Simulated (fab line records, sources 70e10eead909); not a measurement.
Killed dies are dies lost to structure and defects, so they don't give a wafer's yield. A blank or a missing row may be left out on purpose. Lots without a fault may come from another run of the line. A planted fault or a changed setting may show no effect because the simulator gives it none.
Chamber matching | flow nand_harc | NHARC_A_BONDPAD_ETCH_34 on rie_diel-07: 4 sister chambers
The step etches the open film in N2/H2, target depth 60 nm, overetch 18 nm, time 65.91 s. 22 wafers are shown with their chamber, then 11 later ones without.

WAFERS WITH THEIR CHAMBER
wafer  | chamber | showerhead_plenum_p_Torr (Torr) | drypump_motor_current_A (A) | rf_vpp_V (V)
L652.2 | 2       | 2.19                            | 6.1                         | 433.7
L652.3 | 0       | 1.96                            | 5.8                         | 427.6
L652.4 | 1       | 2.02                            | 6.3                         | 429.3
L654.1 | 2       | 2.19                            | 6.1                         | 434.2
L654.3 | 1       | 2.02                            | 6.3                         | 432.4
L654.5 | 1       | 2.02                            | 6.3                         | 429.0
L653.2 | 1       | 2.02                            | 6.3                         | 430.2
L653.5 | 2       | 2.19                            | 6.1                         | 434.9
L653.6 | 3       | 2.05                            | 5.9                         | 430.6
L657.1 | 3       | 2.05                            | 5.9                         | 431.7
L657.2 | 0       | 1.96                            | 5.8                         | 428.5
L657.3 | 2       | 2.19                            | 6.1                         | 435.4
L658.3 | 1       | 2.02                            | 6.3                         | 429.9
L658.4 | 0       | 1.96                            | 5.7                         | 429.3
L658.5 | 0       | 1.96                            | 5.8                         | 427.6
L656.4 | 2       | 2.19                            | 6.1                         | 434.2
L656.5 | 0       | 1.96                            | 5.7                         | 427.6
L656.6 | 1       | 2.02                            | 6.3                         | 431.2
L659.1 | 2       | 2.19                            | 6.1                         | 434.3
L659.4 | 1       | 2.02                            | 6.3                         | 429.5
L659.6 | 3       | 2.04                            | 5.9                         | 430.3
L670.1 | 2       | 2.19                            | 6.1                         | 434.1

SIGNATURES (means of the wafers above)
reading                  | chamber 0 | chamber 1 | chamber 2 | chamber 3 | scatter within a chamber
showerhead_plenum_p_Torr | 1.9600    | 2.0200    | 2.1900    | 2.0467    | 0.00192
drypump_motor_current_A  | 5.760     | 6.300     | 6.100     | 5.900     | 0.0258
rf_vpp_V                 | 428.120   | 430.214   | 434.400   | 430.867   | 0.883
Rule: a wafer's distance from a chamber is the root of the sum, over the readings, of the square of ((its reading less the chamber's mean) divided by the reading's scatter). The wafer belongs to the nearest chamber; if the next one is less than 2 further off, it can't be placed. The scatter: the root of (the sum of the squares of (reading less its chamber's mean) over the shown wafers, divided by (wafers less chambers)).

WAFERS WITHOUT THEIR CHAMBER
wafer  | showerhead_plenum_p_Torr (Torr) | drypump_motor_current_A (A) | rf_vpp_V (V)
L670.4 | 2.02                            | 6.3                         | 430.0
L670.5 | 1.96                            | 5.7                         | 428.9
L668.1 | 2.02                            | 6.3                         | 429.7
L668.2 | 1.96                            | 5.7                         | 427.0
L668.5 | 2.04                            | 5.9                         | 431.6
L672.1 | 2.02                            | 6.3                         | 428.7
L672.5 | 2.02                            | 6.3                         | 430.5
L672.6 | 2.04                            | 5.9                         | 432.5
L671.2 | 2.02                            | 6.3                         | 428.9
L671.5 | 2.02                            | 6.3                         | 429.7
L671.6 | 2.19                            | 6.1                         | 434.5

WHICH CHAMBER EACH WENT THROUGH
wafer  | from the rows above | in truth
L670.4 | 1                   | 1
L670.5 | 0                   | 0
L668.1 | 1                   | 1
L668.2 | 0                   | 0
L668.5 | 3                   | 3
L672.1 | 1                   | 1
L672.5 | 1                   | 1
L672.6 | 3                   | 3
L671.2 | 1                   | 1
L671.5 | 1                   | 1
L671.6 | 2                   | 2
Placed correctly: 11 of 11. Can't be placed from these rows: 0. Placed wrongly: 0.
